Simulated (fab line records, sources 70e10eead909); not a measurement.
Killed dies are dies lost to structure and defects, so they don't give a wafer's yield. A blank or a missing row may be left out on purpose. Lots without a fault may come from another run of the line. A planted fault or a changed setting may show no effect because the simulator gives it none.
fab line records | flow nand_harc | part 1 of 2: steps 1 to 4 of 6
record lots=23 wafers=69 last_day=24
route steps=1159 shown A_STAIRCASE@532
lots that met no fault: from a run of the same line without faults
start_h: hours from the record's first day to the start of the lot's first wafer shown | wait_h: hours since the lot's step before | " the same as in the row above | L1.1+2: a row that stands for several wafers | - no value, or no start given | * or withheld: withheld | < > ~ a bound
route shown NAME@n: a module of which the file shows steps, and the number in the route of the first | usual: mean/standard deviation of fault-free wafers | same: alike in all rows | chamber/n: place in a boat | sites: the reading at each site | _std_site: their standard deviation | _edge_site: outer sites' mean less inner sites' | radius_mm: how far each site lies from the wafer's centre | mask NAME#n: copy n | behind: the tool/chamber that last shaped the wafer | hold: why the lot was held/for how many hours/how that ended | device: the transistor (n, p or np) that didn't switch | end of line: the same wafers' tests at the end of the route | a step without rows: its recipe alone | killed: dies lost to structure and defects at the first sort, not the wafer's yield | map: a wafer's dies, x killed, . not, _ none there
set.NAME: the setting as run; set.NAME@STEP: as run at that earlier step | model.NAME: the simulator's own value behind a step, which no gauge read
steps of the route over a sample of lots; a table a step, a row a wafer
services: from which hour (start_h, from the record's first day; less than 0 if before it) a tool's chamber was out of use, for how many hours, and why
## steps
# step NHARC_A_STAIRCASE_ETCH_170
# recipe target_depth_a=2000 time_s=66.667 ion_energy_ev=250 c4f6_flow_sccm=25 o2_flow_sccm=20 ar_flow_sccm=500 rf_w=600 bias_w=500 chemistry=C4F6/O2
# usual drypump_motor_current_A=6.0/0.38 oes_product_au=0.967/0.016 rf_vpp_V=544.8/2.4 showerhead_plenum_p_Torr=3.82/0.11 throttle_valve_pct=26.903/0.0093
# columns lot.wafer tool chamber start_h wait_h drypump_motor_current_A oes_product_au rf_hours_counter_h rf_vpp_V showerhead_plenum_p_Torr throttle_valve_pct
L074.3 rie_diel-08 1 - - 5.9 0.990 38 543.7 3.82 26.897
L074.4 " 3 " " 5.5 0.976 39 544.6 3.83 26.897
L074.5 " 1 " " 5.9 0.987 - 545.5 3.82 26.909
L075.2 rie_diel-12 1 - - 5.9 0.954 10 542.9 3.75 26.915
L075.3 " 2 " " 6.3 0.976 8 549.7 4.07 26.902
L075.6 " 1 " " 5.9 0.957 - 543.7 3.75 26.892
L077.2 rie_diel-03 0 - - 6.6 0.977 4 541.0 3.70 26.900
L077.4 " 3 " " 5.3 0.985 4 547.2 3.86 26.901
L077.5 " 1 " " 6.0 0.987 - 544.8 3.79 26.900
L076.4 rie_diel-08 0 - - 6.2 0.986 44 542.5 3.72 26.899
L076.3 " 1 " " 5.9 1.018 44 546.0 3.81 26.889
L076.2 " 2 " " 6.5 0.974 47 547.3 3.99 26.897
L080.1 rie_diel-08 2 - - 6.4 0.958 49 548.5 3.99 26.909
L080.3 " 0 " " 6.3 0.959 46 544.1 3.72 26.888
L080.6 " 2 " " 6.5 0.963 - 548.7 3.99 26.913
L079.1 rie_diel-08 0 - - 6.3 0.962 48 543.1 3.72 26.897
L079.2 " 2 " " 6.5 0.975 51 548.6 3.99 26.897
L079.5 " 0 " " 6.3 0.951 - 541.7 3.72 26.892
L078.1 rie_diel-08 2 - - 6.4 0.986 51 547.4 3.99 26.907
L078.2 " 0 " " 6.3 0.955 48 543.1 3.72 26.910
L078.6 " 3 " " 5.5 0.972 - 545.4 3.82 26.905
L081.2 rie_diel-08 2 - - 6.5 0.946 57 547.8 3.99 26.913
L081.4 " 3 " " 5.6 0.939 56 543.0 3.82 26.920
L081.1 " 0 " " 6.3 0.921 55 541.9 3.71 26.918
L083.2 rie_diel-08 0 - - 6.3 0.955 56 540.6 3.71 26.907
L083.3 " 2 " " 6.5 0.947 59 548.7 3.99 26.900
L083.6 " 3 " " 5.5 0.947 - 544.6 3.82 26.892
L082.1 rie_diel-08 0 - - 6.3 0.947 56 542.5 3.71 26.907
L082.4 " 2 " " 6.4 0.934 59 548.6 3.99 26.901
L082.5 " 1 " " 5.9 0.967 - 545.2 3.80 26.911
L084.2 rie_diel-08 2 - - 6.5 0.965 62 547.4 3.98 26.902
L084.1 " 3 " " 5.6 0.948 61 546.6 3.82 26.909
L084.5 " 3 " " 5.6 0.938 - 544.7 3.82 26.889
L085.2 rie_diel-03 1 - - 6.0 0.976 24 544.1 3.78 26.927
L085.4 " 2 " " 5.6 0.977 23 543.5 3.73 26.922
L085.5 " 3 " " 5.3 0.964 - 545.5 3.85 26.923
L086.2 rie_diel-08 1 - - 5.9 0.969 64 544.1 3.80 26.912
L086.5 " 0 " " 6.2 0.959 - 542.8 3.71 26.916
L086.6 " 1 " " 5.9 0.967 - 544.0 3.80 26.895
L087.1 rie_diel-03 2 - - 5.6 1.007 26 541.7 3.73 26.897
L087.4 " 3 " " 5.2 0.992 24 544.8 3.84 26.909
L087.2 " 0 " " 6.5 0.984 26 540.7 3.69 26.894
L088.3 rie_diel-12 1 - - 5.9 0.958 41 543.1 3.73 26.898
L088.5 " 2 " " 6.3 0.969 - 549.6 4.05 26.898
L088.4 " 3 " " 6.5 0.969 - 550.5 4.07 26.909
L089.2 rie_diel-08 0 - - 6.3 0.959 4 541.1 3.71 26.922
L089.4 " 2 " " 6.5 0.973 3 548.0 3.98 26.916
L089.6 " 3 " " 5.6 0.974 - 544.2 3.81 26.895
L090.1 rie_diel-03 1 - - 6.0 0.973 35 544.4 3.77 26.894
L090.3 " 2 " " 5.6 0.986 35 540.8 3.72 26.898
L090.5 " 0 " " 6.5 0.965 - 543.3 3.69 26.905
L091.2 rie_diel-08 1 - - 5.9 0.965 9 544.0 3.80 26.912
L091.1 " 2 " " 6.5 0.949 10 547.8 3.98 26.897
L091.5 " 1 " " 5.9 0.966 - 544.8 3.79 26.910
L092.2 rie_diel-03 3 - - 5.3 0.983 40 544.4 3.83 26.922
L092.3 " 0 " " 6.5 0.990 41 541.6 3.68 26.897
L092.6 " 1 " " 6.0 0.981 - 545.0 3.77 26.898
L094.3 rie_diel-12 2 - - 6.3 0.954 55 549.6 4.04 26.904
L094.1 " 0 " " 5.7 0.943 44 545.6 3.84 26.894
L094.6 " 0 " " 5.7 0.958 - 544.8 3.84 26.900
L093.4 rie_diel-08 0 - - 6.3 0.980 13 542.2 3.70 26.914
L093.2 " 1 " " 5.9 0.982 12 544.4 3.79 26.895
L093.1 " 3 " " 5.6 0.971 14 544.0 3.81 26.905
L095.4 rie_diel-03 2 - - 5.6 0.976 46 543.0 3.72 26.908
L095.2 " 0 " " 6.5 0.956 46 541.7 3.68 26.902
L095.6 " 2 " " 5.6 0.973 - 541.2 3.72 26.899
L097.3 rie_diel-08 1 - - 5.9 0.979 22 543.7 3.79 26.910
L097.4 " 2 " " 6.5 0.965 22 548.3 3.97 26.904
L097.5 " 2 " " 6.5 0.957 - 547.3 3.97 26.894
# step NHARC_A_STAIRCASE_TRIM_18
# recipe time_s=211.2 o2_flow_sccm=500 ar_flow_sccm=0 bias_w=0 chemistry=O2
# usual drypump_motor_current_A=6.0/0.38 oes_product_au=1.000/0.0099 rf_vpp_V=57.6/0.9 showerhead_plenum_p_Torr=3.46/0.12 throttle_valve_pct=17.036/0.0085
# columns lot.wafer tool chamber start_h wait_h drypump_motor_current_A oes_product_au rf_hours_counter_h rf_vpp_V showerhead_plenum_p_Torr throttle_valve_pct
L074.3 rie_diel-12 1 - - 5.9 0.981 10 57.9 3.37 17.038
L074.4 " 0 " " 5.7 0.995 11 58.4 3.47 17.040
L074.5 " 1 " " 5.9 0.989 - 56.9 3.37 17.034
L075.2 rie_diel-08 1 - - 5.9 1.014 39 57.1 3.43 17.041
L075.3 " 3 " " 5.5 0.999 40 58.8 3.44 17.030
L075.6 " 0 " " 6.2 0.985 - 59.3 3.34 17.051
L077.2 rie_diel-03 3 - - 5.3 1.010 6 57.9 3.46 17.040
L077.4 " 0 " " 6.5 1.003 7 57.5 3.32 17.035
L077.5 " 3 " " 5.3 1.020 - 57.7 3.47 17.039
L076.4 rie_diel-08 3 - - 5.6 0.985 46 57.4 3.44 17.035
L076.3 " 0 " " 6.2 0.996 44 58.1 3.34 17.050
L076.2 " 2 " " 6.4 0.987 47 57.9 3.59 17.036
L080.3 rie_diel-12 0 - - 5.7 1.000 23 57.9 3.46 17.044
L080.1 " 3 " " 6.5 1.002 22 58.7 3.68 17.038
L080.6 " 1 " " 5.9 0.987 - 56.9 3.36 17.022
L079.2 rie_diel-03 2 - - 5.6 1.004 15 59.2 3.36 17.020
L079.1 " 3 " " 5.3 1.007 14 57.5 3.46 17.033
L079.5 " 1 " " 6.0 0.996 - 57.8 3.40 17.052
L078.1 rie_diel-12 2 - - 6.3 0.994 19 59.1 3.66 17.043
L078.2 " 0 " " 5.7 1.002 24 57.1 3.46 17.035
L078.6 " 3 " " 6.5 1.006 - 58.7 3.68 17.031
L081.4 rie_diel-12 0 - - 5.7 0.998 29 58.0 3.46 17.038
L081.2 " 1 " " 5.9 0.985 27 58.0 3.36 17.053
L081.1 " 3 " " 6.5 0.992 28 57.3 3.68 17.039
L083.2 rie_diel-12 3 - - 6.5 1.000 34 59.3 3.67 17.038
L083.3 " 0 " " 5.7 0.999 34 56.4 3.46 17.045
L083.6 " 0 " " 5.7 0.995 - 58.6 3.45 17.021
L082.4 rie_diel-12 1 - - 5.9 0.996 30 57.2 3.36 17.041
L082.1 " 2 " " 6.3 1.007 28 59.0 3.65 17.034
L082.5 " 1 " " 5.9 0.989 - 58.4 3.36 17.035
L084.2 rie_diel-12 3 - - 6.5 0.998 36 57.7 3.67 17.028
L084.1 " 0 " " 5.7 0.998 36 57.3 3.45 17.047
L084.5 " 2 " " 6.3 0.994 - 58.6 3.65 17.047
L085.4 rie_diel-08 0 - - 6.2 0.982 63 57.5 3.33 17.035
L085.2 " 2 " " 6.5 0.977 65 56.7 3.58 17.041
L085.5 " 0 " " 6.2 0.995 - 56.3 3.33 17.034
L086.2 rie_diel-03 0 - - 6.5 1.002 27 56.4 3.31 17.029
L086.6 " 1 " " 6.0 1.001 - 57.8 3.39 17.021
L086.5 " 2 " " 5.5 1.005 - 55.7 3.35 17.040
L087.2 rie_diel-03 0 - - 6.6 1.005 27 57.3 3.31 17.041
L087.1 " 1 " " 6.0 1.007 29 58.6 3.39 17.042
L087.4 " 2 " " 5.6 1.008 28 57.2 3.35 17.031
L088.4 rie_diel-08 2 - - 6.4 0.998 2 58.2 3.58 17.040
L088.3 " 3 " " 5.6 0.987 2 56.0 3.43 17.038
L088.5 " 0 " " 6.3 1.003 - 57.0 3.33 17.033
L089.2 rie_diel-12 3 - - 6.5 0.998 50 58.2 3.66 17.022
L089.4 " 3 " " 6.5 0.987 - 58.7 3.66 17.050
L089.6 " 1 " " 5.9 0.996 - 56.6 3.35 17.043
L090.3 rie_diel-08 3 - - 5.6 1.004 6 57.3 3.43 17.030
L090.1 " 1 " " 5.9 1.012 5 57.8 3.41 17.046
L090.5 " 3 " " 5.6 1.007 - 56.5 3.43 17.038
L091.2 rie_diel-03 3 - - 5.3 1.016 39 57.7 3.45 17.041
L091.1 " 0 " " 6.5 1.009 40 56.8 3.31 17.041
L091.5 " 2 " " 5.6 1.007 - 56.4 3.34 17.036
L092.2 rie_diel-12 1 - - 5.9 1.003 53 57.3 3.35 17.037
L092.3 " 3 " " 6.5 0.994 59 57.4 3.66 17.036
L092.6 " 1 " " 5.9 0.985 - 57.5 3.35 17.041
L094.3 rie_diel-08 2 - - 6.5 0.997 14 57.7 3.57 17.043
L094.1 " 3 " " 5.5 1.000 15 59.1 3.42 17.031
L094.6 " 1 " " 5.9 1.003 - 57.5 3.41 17.032
L093.4 rie_diel-03 3 - - 5.3 1.012 44 55.6 3.44 17.033
L093.2 " 0 " " 6.5 1.014 46 60.1 3.30 17.035
L093.1 " 2 " " 5.6 1.019 45 56.7 3.34 17.043
L095.2 rie_diel-12 2 - - 6.4 1.001 58 58.1 3.64 17.053
L095.4 " 3 " " 6.5 1.002 62 57.9 3.66 17.035
L095.6 " 3 " " 6.5 0.984 - 59.2 3.66 17.028
L097.4 rie_diel-08 2 - - 6.5 0.999 24 58.8 3.57 17.031
L097.3 " 3 " " 5.6 0.979 26 57.0 3.41 17.034
L097.5 " 2 " " 6.4 1.005 - 59.8 3.57 17.033
# step NHARC_A_STAIRCASE_TRIM_20
# recipe time_s=211.2 o2_flow_sccm=500 ar_flow_sccm=0 bias_w=0 chemistry=O2
# usual drypump_motor_current_A=6.1/0.36 oes_product_au=0.998/0.0097 rf_vpp_V=57.7/0.95 showerhead_plenum_p_Torr=3.48/0.13 throttle_valve_pct=17.038/0.0089
# columns lot.wafer tool chamber start_h wait_h drypump_motor_current_A oes_product_au rf_hours_counter_h rf_vpp_V showerhead_plenum_p_Torr throttle_valve_pct
L074.3 rie_diel-12 3 237.42 0.1 6.5 0.984 12 58.2 3.68 17.062
L074.4 " 1 " " 5.9 0.984 10 58.1 3.37 17.049
L074.5 " 2 " " 6.3 0.985 - 59.5 3.66 17.045
L075.2 rie_diel-12 3 237.77 0.1 6.5 0.992 12 59.5 3.68 17.032
L075.3 " 0 " " 5.7 0.992 12 58.5 3.47 17.042
L075.6 " 3 " " 6.5 0.985 - 57.1 3.69 17.030
L077.4 rie_diel-08 3 242.57 0.1 5.6 0.998 43 57.5 3.44 17.045
L077.2 " 1 " " 5.9 1.026 41 57.2 3.43 17.034
L077.5 " 2 " " 6.5 1.001 - 56.6 3.59 17.034
L076.3 rie_diel-12 0 252.78 0.1 5.7 0.993 18 56.4 3.46 17.034
L076.4 " 1 " " 5.9 0.981 17 56.5 3.37 17.030
L076.2 " 2 " " 6.3 1.002 15 59.2 3.66 17.033
L080.3 rie_diel-12 1 262.87 0.1 5.9 0.988 21 58.0 3.36 17.045
L080.1 " 3 " " 6.5 1.001 23 57.3 3.68 17.028
L080.6 " 1 " " 5.9 0.995 - 58.5 3.37 17.038
L078.2 rie_diel-12 0 265.03 0.1 5.6 1.004 24 56.2 3.46 17.027
L078.1 " 3 " " 6.5 1.010 23 58.8 3.68 17.026
L078.6 " 0 " " 5.6 0.997 - 58.2 3.46 17.049
L079.2 rie_diel-12 3 265.21 0.2 6.5 1.000 23 59.0 3.68 17.038
L079.1 " 0 " " 5.7 1.006 24 57.7 3.46 17.024
L079.5 " 1 " " 5.9 0.988 - 56.9 3.36 17.035
L081.2 rie_diel-03 0 281.17 0.1 6.5 1.006 19 58.4 3.32 17.040
L081.1 " 1 " " 6.0 0.995 20 57.1 3.40 17.031
L081.4 " 3 " " 5.3 1.007 17 58.4 3.46 17.036
L083.2 rie_diel-12 2 290.66 0.1 6.3 1.001 28 58.8 3.65 17.026
L083.3 " 0 " " 5.7 0.990 34 58.3 3.46 17.032
L083.6 " 2 " " 6.3 0.998 - 58.6 3.65 17.041
L082.4 rie_diel-08 0 290.67 0.1 6.3 0.996 58 57.2 3.33 17.048
L082.1 " 3 " " 5.5 1.001 60 57.2 3.43 17.030
L082.5 " 1 " " 5.9 1.010 - 57.9 3.42 17.036
L084.1 rie_diel-08 1 296.43 0.1 5.9 1.025 61 58.0 3.42 17.040
L084.2 " 2 " " 6.5 0.996 63 57.9 3.58 17.037
L084.5 " 1 " " 5.9 1.022 - 57.1 3.42 17.034
L085.4 rie_diel-08 0 299.71 0.1 6.3 0.986 63 58.1 3.33 17.040
L085.2 " 3 " " 5.6 0.983 64 57.7 3.43 17.035
L085.5 " 0 " " 6.2 0.991 - 56.4 3.33 17.036
L086.2 rie_diel-12 1 304.66 0.1 5.9 0.996 36 56.4 3.36 17.042
L086.6 " 0 " " 5.6 0.995 - 57.1 3.45 17.024
L086.5 " 1 " " 5.9 0.988 - 58.2 3.36 17.038
L087.1 rie_diel-12 1 304.88 0.1 5.9 0.997 37 57.7 3.36 17.039
L087.2 " 2 " " 6.3 0.992 36 57.9 3.65 17.052
L087.4 " 0 " " 5.7 1.011 40 60.0 3.45 17.043
L088.4 rie_diel-08 0 316.55 0.1 6.3 1.001 2 56.1 3.33 17.046
L088.3 " 2 " " 6.5 1.000 2 57.0 3.58 17.028
L088.5 " 1 " " 5.9 1.008 - 57.1 3.41 17.032
L089.2 rie_diel-12 3 324.62 0.1 6.5 1.003 50 58.4 3.66 17.031
L089.4 " 2 " " 6.3 1.001 - 60.6 3.64 17.014
L089.6 " 1 " " 5.9 0.998 - 57.0 3.35 17.030
L090.3 rie_diel-03 3 325.69 0.1 5.3 1.003 35 58.2 3.45 17.046
L090.1 " 0 " " 6.5 1.005 35 57.9 3.31 17.038
L090.5 " 0 " " 6.5 1.009 - 58.3 3.31 17.016
L091.2 rie_diel-12 1 337.01 0.1 5.9 0.993 52 55.0 3.35 17.041
L091.1 " 3 " " 6.5 0.998 57 57.6 3.66 17.043
L091.5 " 2 " " 6.3 1.005 - 57.8 3.64 17.043
L092.3 rie_diel-12 0 343.65 0.1 5.6 1.002 42 57.1 3.45 17.040
L092.2 " 2 " " 6.3 0.999 53 57.9 3.64 17.039
L092.6 " 3 " " 6.5 0.993 - 59.5 3.66 17.036
L094.3 rie_diel-08 1 351.94 0.1 5.9 0.999 13 57.6 3.41 17.046
L094.1 " 3 " " 5.6 0.987 15 56.8 3.42 17.044
L094.6 " 1 " " 5.9 0.999 - 56.5 3.41 17.049
L093.1 rie_diel-12 3 353.46 0.1 6.5 0.987 60 58.6 3.66 17.052
L093.4 " 0 " " 5.7 1.004 45 56.5 3.45 17.046
L093.2 " 2 " " 6.3 1.006 56 58.5 3.64 17.030
L095.2 rie_diel-12 0 357.99 0.1 5.7 1.014 47 57.7 3.45 17.049
L095.4 " 2 " " 6.3 1.007 58 57.8 3.64 17.045
L095.6 " 0 " " 5.6 0.996 - 57.5 3.45 17.029
L097.3 rie_diel-03 2 381.27 0.1 5.6 1.011 53 57.4 3.34 17.030
L097.4 " 1 " " 6.0 1.005 56 58.2 3.38 17.027
L097.5 " 3 " " 5.3 1.026 - 56.4 3.44 17.042
# step NHARC_A_STAIRCASE_STRIP_175
# recipe power_w=1500 temp_c=250 chemistry=O2
# usual drypump_motor_current_A=6.1/0.32 heater_power_w=335/30
# columns lot.wafer tool chamber start_h wait_h drypump_motor_current_A heater_power_w rf_hours_counter_h
L074.3 plasma_asher-01 0 238.69 0.2 6.0 343 -
L074.4 " 1 " " 6.5 388 -
L074.5 " 0 " " 6.0 342 -
L075.2 plasma_asher-02 1 238.90 0.1 6.3 321 19
L075.3 " 0 " " 5.6 309 -
L075.6 " 1 " " 6.2 321 -
L077.2 plasma_asher-02 0 243.94 0.1 5.6 305 20
L077.4 " 1 " " 6.3 328 -
L077.5 " 1 " " 6.3 323 -
L076.2 plasma_asher-01 0 253.85 0.1 6.0 351 46
L076.4 " 0 " " 6.0 339 -
L076.3 " 1 " " 6.5 398 -
L080.1 plasma_asher-01 0 263.93 0.1 6.0 346 48
L080.3 " 0 " " 6.0 348 -
L080.6 " 0 " " 6.0 336 -
L078.1 plasma_asher-02 0 266.34 0.1 5.6 311 27
L078.2 " 1 " " 6.2 321 27
L078.6 " 1 " " 6.3 314 -
L079.2 plasma_asher-01 1 266.42 0.1 6.5 391 48
L079.1 " 0 " " 6.0 339 48
L079.5 " 0 " " 6.0 332 -
L081.2 plasma_asher-02 1 282.27 0.1 6.3 316 33
L081.1 " 0 " " 5.6 312 33
L081.4 " 0 " " 5.6 311 -
L082.1 plasma_asher-02 0 291.84 0.1 5.6 300 37
L082.4 " 1 " " 6.3 319 -
L082.5 " 1 " " 6.3 316 -
L083.2 plasma_asher-01 1 292.02 0.3 6.5 375 3
L083.3 " 1 " " 6.5 380 -
L083.6 " 1 " " 6.5 371 -
L084.1 plasma_asher-01 0 299.29 0.5 6.0 335 6
L084.2 " 1 " " 6.5 383 6
L084.5 " 1 " " 6.5 380 -
L085.2 plasma_asher-02 0 301.07 0.1 5.6 292 41
L085.4 " 1 " " 6.2 320 -
L085.5 " 0 " " 5.6 307 -
L086.2 plasma_asher-01 0 306.00 0.1 6.0 331 8
L086.5 " 0 " " 6.0 333 -
L086.6 " 1 " " 6.5 383 -
L087.1 plasma_asher-02 0 306.26 0.1 5.7 305 43
L087.2 " 1 " " 6.2 319 43
L087.4 " 0 " " 5.7 310 -
L088.3 plasma_asher-02 0 317.72 0.2 5.7 307 -
L088.4 " 1 " " 6.3 317 -
L088.5 " 1 " " 6.3 320 -
L089.2 plasma_asher-02 1 326.09 0.3 6.2 320 51
L089.4 " 1 " " 6.2 316 -
L089.6 " 0 " " 5.7 306 -
L090.1 plasma_asher-01 1 327.38 0.3 6.5 379 13
L090.3 " 0 " " 6.0 333 -
L090.5 " 0 " " 6.0 329 -
L091.1 plasma_asher-01 0 338.24 0.1 6.0 331 17
L091.2 " 1 " " 6.5 375 17
L091.5 " 0 " " 6.0 338 -
L092.2 plasma_asher-02 0 344.69 0.1 5.6 314 58
L092.3 " 0 " " 5.6 302 -
L092.6 " 1 " " 6.2 317 -
L094.1 plasma_asher-02 0 353.04 0.1 5.7 306 60
L094.3 " 0 " " 5.6 311 -
L094.6 " 0 " " 5.7 310 -
L093.1 plasma_asher-02 0 354.52 0.1 5.7 305 61
L093.2 " 1 " " 6.3 323 61
L093.4 " 1 " " 6.3 322 -
L095.2 plasma_asher-01 1 359.51 0.1 6.5 372 24
L095.4 " 1 " " 6.5 386 -
L095.6 " 0 " " 6.0 337 -
L097.3 plasma_asher-02 1 382.43 0.2 6.2 316 -
L097.4 " 0 " " 5.7 299 -
L097.5 " 0 " " 5.6 301 -
